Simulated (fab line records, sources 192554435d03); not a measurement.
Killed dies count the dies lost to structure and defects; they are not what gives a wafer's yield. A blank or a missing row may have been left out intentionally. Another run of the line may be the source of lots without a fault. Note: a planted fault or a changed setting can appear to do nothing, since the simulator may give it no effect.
Split-lot experiment + flow n5_finfet + on a route of 1938 steps: 7 lots, 21 wafers read

ON THE SPLIT
At N5_BEOL_M3_COAT_67 (time 60 s, resist thk 60 nm), the setting spin_rpm was moved away from the recipe's 1500 rpm on 7 of the 21 wafers read, by -7.7% to +6.1%. All remaining wafers had this setting at the recipe value.

FROM THE SPLIT TO THE READING: what the file shows between them, 8 steps
- N5_BEOL_M3_EXPOSE_25: exposes mask V2, defocus 5 nm (also split here: dose_mj)
- N5_BEOL_M3_PEB_26: peb time 60 s
- N5_BEOL_M3_DEVELOP_27: develop time 30 s
- N5_BEOL_M3_ALD_98: deposits SiO2, target thk 2.5 nm, pulse time 1 s, co reactant pulse time 1 s
- N5_BEOL_M3_ETCHBACK_99: etches SiO2 in CHF3, target depth 5 nm, time 10.4 s
- N5_BEOL_M3_ETCH_70: etches SOC in N2/H2, target depth 80 nm, overetch 16 nm, time 120 s
- N5_BEOL_M3_STRIP_71: strips in N2/H2
- N5_BEOL_M3_STRIP_78: strips in N2/H2

THE READING
SOC_of_BEOL_M3_COAT_67.thk_nm (the simulator's own value, which no gauge read), in nm, at N5_BEOL_M3_VIA_ETCH_34 (etches the open film in C4F6/O2, target depth 69.4 nm, time 65.9 s). No usual value for it is given in the file. The 14 wafers here that ran the recipe average 52.0 nm, standard deviation 0.12 nm.

| wafer  | tool, chamber at the split | spin_rpm as run, rpm | against the recipe | SOC_of_BEOL_M3_COAT_67.thk_nm, nm | against lot-mates on the recipe |
|--------|----------------------------|----------------------|--------------------|-----------------------------------|---------------------------------|
| L079.1 | litho_track-05, 0          | 1553                 | +3.5%              | 50.8                              | -1.2                            |
| L079.3 | litho_track-05, 0          | 1500                 | recipe             | 52                                | -                               |
| L079.4 | litho_track-05, 0          | 1500                 | recipe             | 52                                | -                               |
| L078.1 | litho_track-05, 0          | 1393                 | -7.1%              | 54.2                              | +2.0                            |
| L078.2 | litho_track-05, 0          | 1500                 | recipe             | 52.2                              | -                               |
| L078.3 | litho_track-05, 0          | 1393                 | -7.1%              | 54.4                              | +2.2                            |
| L081.2 | litho_track-03, 0          | 1500                 | recipe             | 52                                | -                               |
| L081.5 | litho_track-03, 0          | 1500                 | recipe             | 52                                | -                               |
| L081.6 | litho_track-03, 0          | 1500                 | recipe             | 52                                | -                               |
| L085.2 | litho_track-05, 0          | 1500                 | recipe             | 52.2                              | -                               |
| L085.6 | litho_track-05, 0          | 1500                 | recipe             | 52.2                              | -                               |
| L085.4 | litho_track-05, 0          | 1454                 | -3.1%              | 53                                | +0.8                            |
| L087.1 | litho_track-05, 0          | 1592                 | +6.1%              | 50.2                              | -1.8                            |
| L087.2 | litho_track-05, 0          | 1500                 | recipe             | 52                                | -                               |
| L087.4 | litho_track-05, 0          | 1592                 | +6.1%              | 50.4                              | -1.6                            |
| L091.1 | litho_track-05, 0          | 1500                 | recipe             | 52                                | -                               |
| L091.2 | litho_track-05, 0          | 1500                 | recipe             | 52                                | -                               |
| L091.4 | litho_track-05, 0          | 1384                 | -7.7%              | 54.6                              | +2.6                            |
| L097.1 | litho_track-05, 0          | 1500                 | recipe             | 52                                | -                               |
| L097.2 | litho_track-05, 0          | 1500                 | recipe             | 51.8                              | -                               |
| L097.4 | litho_track-05, 0          | 1500                 | recipe             | 51.8                              | -                               |

FIT RESULTS
A straight line over all 21 wafers: SOC_of_BEOL_M3_COAT_67.thk_nm changes by -0.312 nm for each +1% of spin_rpm; r = -0.99; the points scatter about the line by 0.14 nm.
The same after taking each lot's own level away (the mean of its wafers on the recipe; 21 wafers): -0.3 nm for each +1%; r = -1.00; scatter 0.11 nm.
According to that fit, moving spin_rpm by its largest amount changes the reading by 2.3 nm.
Measured against the standard deviation above, the lots' own levels, which go from 51.87 to 52.20 nm, span 2.8 times it.
The two slopes agree, so the slope changes little with the lot-to-lot level.
Check: +2.23 nm against its lot-mates is what the line predicts for one of the wafers moved furthest among these (-7.7%) when that wafer is left out of the fit. It came out at +2.6 nm against them.

FURTHER SPLITS ON THESE WAFERS
These wafers also went through other splits before the reading. Each is held against what the fit with the lots' levels taken away leaves over:
| other split on the same wafers             | wafers away from the commonest value | r with SOC_of_BEOL_M3_COAT_67.thk_nm (lot level and that fit taken away) |
|--------------------------------------------|--------------------------------------|--------------------------------------------------------------------------|
| N5_BEOL_M0_SAQP_SPACER2_ETCHBACK_27 time_s | 5                                    | -0.16                                                                    |
| N5_BEOL_M1_PECVD_72 time_s                 | 9                                    | -0.29                                                                    |
| N5_BEOL_M1_COAT_05 spin_rpm                | 9                                    | +0.36                                                                    |
| N5_BEOL_M2_DESCUM_16 time_s                | 7                                    | +0.08                                                                    |
| N5_BEOL_M2_ETCH_74 source_w                | 6                                    | +0.08                                                                    |
| N5_BEOL_M3_EXPOSE_25 dose_mj               | 4                                    | +0.21                                                                    |

THE WHOLE CHAIN: every reading that the file lists as answering this split, in the file's order
| step                   | what it does                                                        | reading                                                                        | change (the file's fit)               | r (the file's) |
|------------------------|---------------------------------------------------------------------|--------------------------------------------------------------------------------|---------------------------------------|----------------|
| N5_BEOL_M3_COAT_67     | time 60 s, resist thk 60 nm                                         | SOC_of_BEOL_M3_COAT_67.thk_nm (the simulator's own value, which no gauge read) | -0.316 nm for each +1% of the setting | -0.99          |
| N5_BEOL_M3_ETCH_70     | etches SOC in N2/H2, target depth 80 nm, overetch 16 nm, time 120 s | etch.depth_nm (the simulator's own value, which no gauge read)                 | -0.31 nm for each +1% of the setting  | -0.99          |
| N5_BEOL_M3_VIA_ETCH_34 | etches the open film in C4F6/O2, target depth 69.4 nm, time 65.9 s  | SOC_of_BEOL_M3_COAT_67.thk_nm (the simulator's own value, which no gauge read) | -0.307 nm for each +1% of the setting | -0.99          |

THE FILE'S OWN FIT
SOC_of_BEOL_M3_COAT_67.thk_nm changes by -0.307 nm for each +1% of spin_rpm, r = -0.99.
